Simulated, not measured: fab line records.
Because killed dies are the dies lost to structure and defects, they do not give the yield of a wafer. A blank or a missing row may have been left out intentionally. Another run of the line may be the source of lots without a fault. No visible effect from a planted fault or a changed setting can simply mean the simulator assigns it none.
The tool behind it: which one? + flow n5-finfet + 9 lots with 27 wafers sampled at 5 steps, on a route of 1938 steps

== WHAT THE GAUGES SHOWED, per wafer ==
N5_BEOL_M0_SAQP_INSPECT_16: inspects for defects (brightfield). Usual: raw-defect-count at 478, with a standard deviation of 120.
| lot  | measured     | on                | raw-defect-count | flag |
|------|--------------|-------------------|------------------|------|
| L546 | day 5 23:38  | defect-inspect-01 | 438 398 314      |      |
| L552 | day 7 10:11  | defect-inspect-02 | 270 416 445      |      |
| L559 | day 9 14:07  | defect-inspect-02 | 611 558 394      |      |
| L560 | day 9 18:59  | defect-inspect-02 | 351 371 421      |      |
| L561 | day 10 09:14 | defect-inspect-01 | 424 437 390      |      |
| L563 | day 10 16:44 | defect-inspect-01 | 388 518 358      |      |
| L564 | day 10 21:12 | defect-inspect-02 | 499 510 554      |      |
| L565 | day 11 00:18 | defect-inspect-02 | 632 388 581      |      |
| L566 | day 11 08:06 | defect-inspect-02 | 673 748 533      |      |

N5_BEOL_M4_RC_MEAS_101. Usual: DIBL_N 36.6 mV/V, standard deviation 1.3; DIBL_P 36.4 mV/V, standard deviation 1.4; IOFF_N 0.167 nA/um, standard deviation 0.023; IOFF_P 0.219 nA/um, standard deviation 0.029; ION_N 678 uA/um, standard deviation 8.7; ION_P 464 uA/um, standard deviation 6.4; SS_N 71.5 mV/dec, standard deviation 0.53; SS_P 73.4 mV/dec, standard deviation 0.57; VT_N 248.5 mV, standard deviation 2.8; VT_P -249 mV, standard deviation 3.1.
| lot  | measured     | on        | DIBL_N (mV/V)  | DIBL_P (mV/V)  | IOFF_N (nA/um)    | IOFF_P (nA/um)    | ION_N (uA/um) | ION_P (uA/um) | SS_N (mV/dec)  | SS_P (mV/dec)  | VT_N (mV)         | VT_P (mV)      | flag |
|------|--------------|-----------|----------------|----------------|-------------------|-------------------|---------------|---------------|----------------|----------------|-------------------|----------------|------|
| L546 | day 9 04:13  | prober-02 | 35.3 34.1 34.1 | 33.7 32.7 33.6 | 0.136 0.125 0.129 | 0.182 0.170 0.179 | 658 659 668   | 455 458 458   | 70.3 70.5 70.8 | 73.0 72.9 72.8 | 255.9 253.4 253.7 | -250 -250 -251 |      |
| L552 | day 11 14:48 | prober-02 | 35.0 37.0 37.8 | 34.1 36.9 37.1 | 0.133 0.166 0.169 | 0.192 0.239 0.238 | 666 681 669   | 462 471 459   | 70.6 71.8 71.9 | 72.9 73.5 73.4 | 252.4 247.1 250.5 | -249 -247 -246 |      |
| L563 | day 14 18:17 | prober-01 | 36.4 37.5 37.3 | 36.8 38.0 37.8 | 0.165 0.173 0.172 | 0.212 0.237 0.228 | 667 670 668   | 458 463 461   | 71.5 71.5 71.3 | 73.0 73.5 73.2 | 246.2 247.3 247.1 | -250 -248 -251 |      |
| L564 | day 14 22:31 | prober-01 | 39.3 37.9 37.2 | 37.6 37.0 36.2 | 0.193 0.165 0.149 | 0.207 0.200 0.180 | 689 679 672   | 461 466 456   | 71.7 71.7 71.6 | 74.3 73.7 73.5 | 245.8 249.2 252.1 | -252 -253 -255 |      |
| L565 | day 15 15:37 | prober-01 | 37.1 37.7 36.9 | 39.1 38.4 38.3 | 0.171 0.176 0.168 | 0.247 0.233 0.222 | 674 675 678   | 463 465 466   | 72.1 72.4 71.7 | 73.3 73.7 73.8 | 249.8 250.0 252.3 | -248 -248 -251 |      |
| L566 | day 15 22:28 | prober-01 | 38.3 37.2 37.2 | 39.0 36.4 36.5 | 0.231 0.193 0.188 | 0.281 0.235 0.234 | 704 689 690   | 477 468 468   | 71.8 71.3 71.6 | 74.7 74.4 73.3 | 242.5 245.3 245.2 | -245 -249 -250 |      |

== WHAT TOOL EACH LOT RAN ON (gives the tool, then ch and the chambers of the sampled wafers, and finally the start) ==
| lot  | N5_BEOL_M0_SAQP_PECVD_96        | N5_BEOL_M0_SAQP_ETCH_83            | N5_BEOL_M0_SAQP_STRIP_86           |
|------|---------------------------------|------------------------------------|------------------------------------|
| L546 | pecvd-03 ch 0,1,2, day 5 22:55  | rie-diel-02 ch 0,1,3, day 5 23:53  | rie-diel-03 ch 1,2, day 6 00:14    |
| L552 | pecvd-01 ch 0,2, day 7 09:28    | rie-diel-03 ch 0,2,3, day 7 10:15  | rie-diel-06 ch 0,3, day 7 10:35    |
| L559 | pecvd-03 ch 0,2, day 9 13:22    | rie-diel-06 ch 0,1,2, day 9 14:10  | rie-diel-06 ch 0,2,3, day 9 14:31  |
| L560 | pecvd-03 ch 0,2, day 9 18:24    | rie-diel-03 ch 0,1,2, day 9 19:05  | rie-diel-03 ch 0,2, day 9 19:25    |
| L561 | pecvd-04 ch 0,2, day 10 08:35   | rie-diel-02 ch 0,2,3, day 10 09:31 | rie-diel-03 ch 1,3, day 10 09:51   |
| L563 | pecvd-03 ch 1,2, day 10 16:00   | rie-diel-03 ch 0,3, day 10 17:15   | rie-diel-03 ch 0,1, day 10 17:35   |
| L564 | pecvd-01 ch 0,1,2, day 10 20:29 | rie-diel-03 ch 0,1,3, day 10 21:16 | rie-diel-02 ch 0,2,3, day 10 21:39 |
| L565 | pecvd-01 ch 0,1,2, day 10 23:44 | rie-diel-02 ch 0,2,3, day 11 00:24 | rie-diel-03 ch 0,1,3, day 11 00:44 |
| L566 | pecvd-04 ch 1,2, day 11 07:31   | rie-diel-03 ch 0,2,3, day 11 08:10 | rie-diel-03 ch 0,1,3, day 11 08:31 |
- N5_BEOL_M0_SAQP_PECVD_96: deposits a-Si from SiH4/He, target thk 45 nm, time 45.2 s.
- N5_BEOL_M0_SAQP_ETCH_83: etches SiARC in CF4, target depth 39 nm, time 65 s.
- N5_BEOL_M0_SAQP_STRIP_86: strips in N2/H2.

== AS READ BY THE TOOLS THEMSELVES (means over the sampled wafers that have a number; for cases with no such wafer, the mark the record gives instead) ==
N5_BEOL_M0_SAQP_PECVD_96. Usual: heater-power-w 598 W, standard deviation 51; showerhead-plenum-p-Torr 5.67 Torr, standard deviation 0.056; throttle-valve-pct 18.3 %, standard deviation 1.1.
| lot  | tool     | heater-power-w (W) | showerhead-plenum-p-Torr (Torr) | throttle-valve-pct (%) | flag |
|------|----------|--------------------|---------------------------------|------------------------|------|
| L546 | pecvd-03 | 583                | 5.60                            | 18.0                   |      |
| L552 | pecvd-01 | 617                | 5.72                            | 18.1                   |      |
| L559 | pecvd-03 | 569                | 5.59                            | 18.0                   |      |
| L560 | pecvd-03 | 570                | 5.61                            | 17.8                   |      |
| L561 | pecvd-04 | 568                | 5.65                            | 18.1                   |      |
| L563 | pecvd-03 | 586                | 5.60                            | 17.8                   |      |
| L564 | pecvd-01 | 617                | 5.72                            | 18.1                   |      |
| L565 | pecvd-01 | 644                | 5.73                            | 18.2                   |      |
| L566 | pecvd-04 | 536                | 5.64                            | 17.4                   |      |

N5_BEOL_M0_SAQP_ETCH_83. Usual: drypump-motor-current-A 5.6 A, standard deviation 0.48; etch-rf-on-time-s 64.9 s, standard deviation 1.1; oes-product-au 0.69 a.u., standard deviation 0.079; rf-vpp-V 184.0 V, standard deviation 1.2; showerhead-plenum-p-Torr 2.15 Torr, standard deviation 0.074; throttle-valve-pct 15.62 %, standard deviation 0.25.
| lot  | tool        | drypump-motor-current-A (A) | etch-rf-on-time-s (s) | oes-product-au (a.u.) | rf-vpp-V (V) | showerhead-plenum-p-Torr (Torr) | throttle-valve-pct (%) | flag |
|------|-------------|-----------------------------|-----------------------|-----------------------|--------------|---------------------------------|------------------------|------|
| L546 | rie-diel-02 | 5.9                         | 63.8                  | 0.79                  | 183.3        | 2.13                            | 15.50                  |      |
| L552 | rie-diel-03 | 5.2                         | 65.7                  | 0.72                  | 184.1        | 2.14                            | 15.52                  |      |
| L559 | rie-diel-06 | 5.7                         | 64.2                  | 0.68                  | 183.8        | 2.12                            | 15.63                  |      |
| L560 | rie-diel-03 | 5.4                         | 65.5                  | 0.63                  | 184.0        | 2.11                            | 15.68                  |      |
| L561 | rie-diel-02 | 5.8                         | 64.5                  | 0.69                  | 184.1        | 2.13                            | 15.70                  |      |
| L563 | rie-diel-03 | 5.0                         | 66.2                  | 0.71                  | 184.3        | 2.16                            | 15.42                  |      |
| L564 | rie-diel-03 | 5.4                         | 65.6                  | 0.68                  | 184.9        | 2.19                            | 15.52                  |      |
| L565 | rie-diel-02 | 5.9                         | 63.9                  | 0.68                  | 183.9        | 2.13                            | 15.72                  |      |
| L566 | rie-diel-03 | 5.2                         | 65.9                  | 0.76                  | 184.9        | 2.21                            | 15.42                  |      |

N5_BEOL_M0_SAQP_STRIP_86. Usual: value, then standard deviation, for each; bias-power-w 28.00 W / 0.081; chamber-pressure-mTorr 50.00 mTorr / 0.079; drypump-motor-current-A 5.6 A / 0.47; oes-product-au 0.81 a.u. / 0.093; rf-vpp-V 121.9 V / 1.5; showerhead-plenum-p-Torr 3.37 Torr / 0.12; throttle-valve-pct 18.9 % / 0.35.
| lot  | tool        | bias-power-w (W) | chamber-pressure-mTorr (mTorr) | drypump-motor-current-A (A) | oes-product-au (a.u.) | rf-vpp-V (V) | showerhead-plenum-p-Torr (Torr) | throttle-valve-pct (%) | flag |
|------|-------------|------------------|--------------------------------|-----------------------------|-----------------------|--------------|---------------------------------|------------------------|------|
| L546 | rie-diel-03 | 27.95            | 49.98                          | 5.8                         | 0.73                  | 122.4        | 3.37                            | 19.4                   |      |
| L552 | rie-diel-06 | 27.97            | 50.04                          | 5.4                         | 0.79                  | 121.8        | 3.33                            | 18.9                   |      |
| L559 | rie-diel-06 | -                | -                              | -                           | -                     | -            | -                               | -                      | OFF  |
| L560 | rie-diel-03 | -                | -                              | -                           | -                     | -            | -                               | -                      | OFF  |
| L561 | rie-diel-03 | -                | -                              | -                           | -                     | -            | -                               | -                      | OFF  |
| L563 | rie-diel-03 | 27.97            | 49.94                          | 5.6                         | 0.75                  | 120.1        | 3.39                            | 19.2                   |      |
| L564 | rie-diel-02 | 28.04            | 49.98                          | 5.8                         | 0.80                  | 122.2        | 3.34                            | 18.9                   |      |
| L565 | rie-diel-03 | 28.05            | 50.00                          | 5.5                         | 0.80                  | 121.5        | 3.43                            | 18.9                   |      |
| L566 | rie-diel-03 | 28.02            | 49.99                          | 5.4                         | 0.80                  | 123.7        | 3.43                            | 18.9                   |      |

== THE ANSWER, worked out from the rows above alone ==
Rule: lot off if the mean of its wafers having a number is beyond 3 standard deviations from the usual mean. Also off: a lot with no number at a reading for which 4 or more lots have one. Any other lot the step has rows for is counted as sound. Order of review: gauges by route order, followed by the tools' own readings, for which a lot's mean as printed above is used. At the first step where some lot is off, the reading lying furthest off is the one used; lots without a number count as furthest.
Off: L559, L560, L561, at N5_BEOL_M0_SAQP_STRIP_86 (bias-power-w). Without a number there: L559, L560, L561.
If a tool, at that step or one of the process steps before it, ran each lot that is off and ran no sound lot following the first of them, it fits. Not one of the candidates tried fits.

== WHAT HAD BEEN PUT IN BY THE SIMULATOR ==
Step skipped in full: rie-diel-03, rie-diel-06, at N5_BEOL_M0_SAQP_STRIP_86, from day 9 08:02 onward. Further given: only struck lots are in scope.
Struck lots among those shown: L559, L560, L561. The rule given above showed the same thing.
